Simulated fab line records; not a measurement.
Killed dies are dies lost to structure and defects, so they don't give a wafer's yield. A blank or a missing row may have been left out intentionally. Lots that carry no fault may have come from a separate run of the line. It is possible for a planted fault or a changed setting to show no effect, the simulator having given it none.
Which tool did it? / flow nand_harc / Sampling: 7 lots, 20 wafers, 4 of 1302 route steps

## WHAT THE GAUGES SHOWED, per wafer
NHARC_P_BONDPAD_THK_MEAS_20: measures by xrf.
lot=L121; measured=day 6 23:43; on=film_metro-01; thk_nm (nm)=161.2 157.8 162.1
lot=L124; measured=day 8 02:00; on=film_metro-02; thk_nm (nm)=160.1 159.2 158.1
lot=L126; measured=day 8 17:52; on=film_metro-02; thk_nm (nm)=160.8 160.3 159.1
lot=L132; measured=day 11 07:56; on=film_metro-01; thk_nm (nm)=159.5 160.5 160.3
lot=L134; measured=day 12 04:40; on=film_metro-01; thk_nm (nm)=161.0 160.4 160.7
lot=L136; measured=day 12 20:17; on=film_metro-02; thk_nm (nm)=162.3 111.9 163.8
lot=L140; measured=day 14 17:54; on=film_metro-02; thk_nm (nm)=158.1 115.3

## TOOL THAT RAN EACH LOT (tool first, then ch and the chambers of the sampled wafers, then the start)
lot=L121; NHARC_P_BONDPAD_ETCH_24=rie_diel-02 ch 0,3, day 6 21:55; NHARC_P_BONDPAD_PVD_27=pvd_sputter-02, day 6 22:41 or earlier; NHARC_P_BONDPAD_ECD_18=ecd_cu-01 ch 0,1, day 6 22:41
lot=L124; NHARC_P_BONDPAD_ETCH_24=rie_diel-02 ch 0,1,3, day 8 00:58 or earlier; NHARC_P_BONDPAD_PVD_27=pvd_sputter-02, day 8 00:58 or earlier; NHARC_P_BONDPAD_ECD_18=ecd_cu-01 ch 0,1, day 8 00:58
lot=L126; NHARC_P_BONDPAD_ETCH_24=rie_diel-11 ch 0,2, day 8 16:52 or earlier; NHARC_P_BONDPAD_PVD_27=pvd_sputter-01, day 8 16:52 or earlier; NHARC_P_BONDPAD_ECD_18=ecd_cu-02 ch 1, day 8 16:52
lot=L132; NHARC_P_BONDPAD_ETCH_24=rie_diel-11 ch 0,3, day 11 06:54 or earlier; NHARC_P_BONDPAD_PVD_27=pvd_sputter-02, day 11 06:54 or earlier; NHARC_P_BONDPAD_ECD_18=ecd_cu-01 ch 0, day 11 06:54
lot=L134; NHARC_P_BONDPAD_ETCH_24=rie_diel-04 ch 0,2,3, day 12 03:38 or earlier; NHARC_P_BONDPAD_PVD_27=pvd_sputter-03, day 12 03:38 or earlier; NHARC_P_BONDPAD_ECD_18=ecd_cu-01 ch 0,1, day 12 03:38
lot=L136; NHARC_P_BONDPAD_ETCH_24=rie_diel-02 ch 0,1, day 12 19:09 or earlier; NHARC_P_BONDPAD_PVD_27=pvd_sputter-03, day 12 19:09 or earlier; NHARC_P_BONDPAD_ECD_18=ecd_cu-02 ch 0,1, day 12 19:09
lot=L140; NHARC_P_BONDPAD_ETCH_24=rie_diel-11 ch 2,3, day 14 16:51 or earlier; NHARC_P_BONDPAD_PVD_27=pvd_sputter-02, day 14 16:51 or earlier; NHARC_P_BONDPAD_ECD_18=ecd_cu-02 ch 0,1, day 14 16:51
- NHARC_P_BONDPAD_ETCH_24: etches the open film in CF4/N2, target depth 30 nm, time 72.99 s.
- NHARC_P_BONDPAD_PVD_27: deposits Cu, target thk 30 nm, time 20.49 s.
- NHARC_P_BONDPAD_ECD_18: material Cu, target thk 400 nm.

## THE ANSWER, worked out from the rows above alone
Rule: the usual values come from the lots themselves. Put in order of their means at a reading, lots are off if they are a third of the lots or fewer, leave a main group of 4 or more, and stand apart from it by a gap of 3 or more times the standard deviation of the main group's means; of several such gaps the widest counts. Not used: any main group whose means are identical at the precision the tables above print for the reading. Also off: a lot with no number at a reading for which 4 or more lots have one. All remaining lots with rows at the step are treated as sound.
Off at NHARC_P_BONDPAD_THK_MEAS_20 (thk_nm): L136, L140. Main group: mean 160.1 nm, sd 0.52.
A tool fits if, at a process step before that reading, it ran every lot that is off, and no sound lot after the first of them. Gauges at NHARC_P_BONDPAD_THK_MEAS_20: tried the same way as those tools. NHARC_P_BONDPAD_ETCH_24 gives no start for some lots, so the hours and the order of its lots are those of NHARC_P_BONDPAD_ECD_18. NHARC_P_BONDPAD_PVD_27 gives no start for some lots, so the hours and the order of its lots are those of NHARC_P_BONDPAD_ECD_18. Undecided on this evidence; 2 tools fit (ecd_cu-02 at NHARC_P_BONDPAD_ECD_18, film_metro-02 at NHARC_P_BONDPAD_THK_MEAS_20).

## WHAT HAD BEEN PUT IN BY THE SIMULATOR
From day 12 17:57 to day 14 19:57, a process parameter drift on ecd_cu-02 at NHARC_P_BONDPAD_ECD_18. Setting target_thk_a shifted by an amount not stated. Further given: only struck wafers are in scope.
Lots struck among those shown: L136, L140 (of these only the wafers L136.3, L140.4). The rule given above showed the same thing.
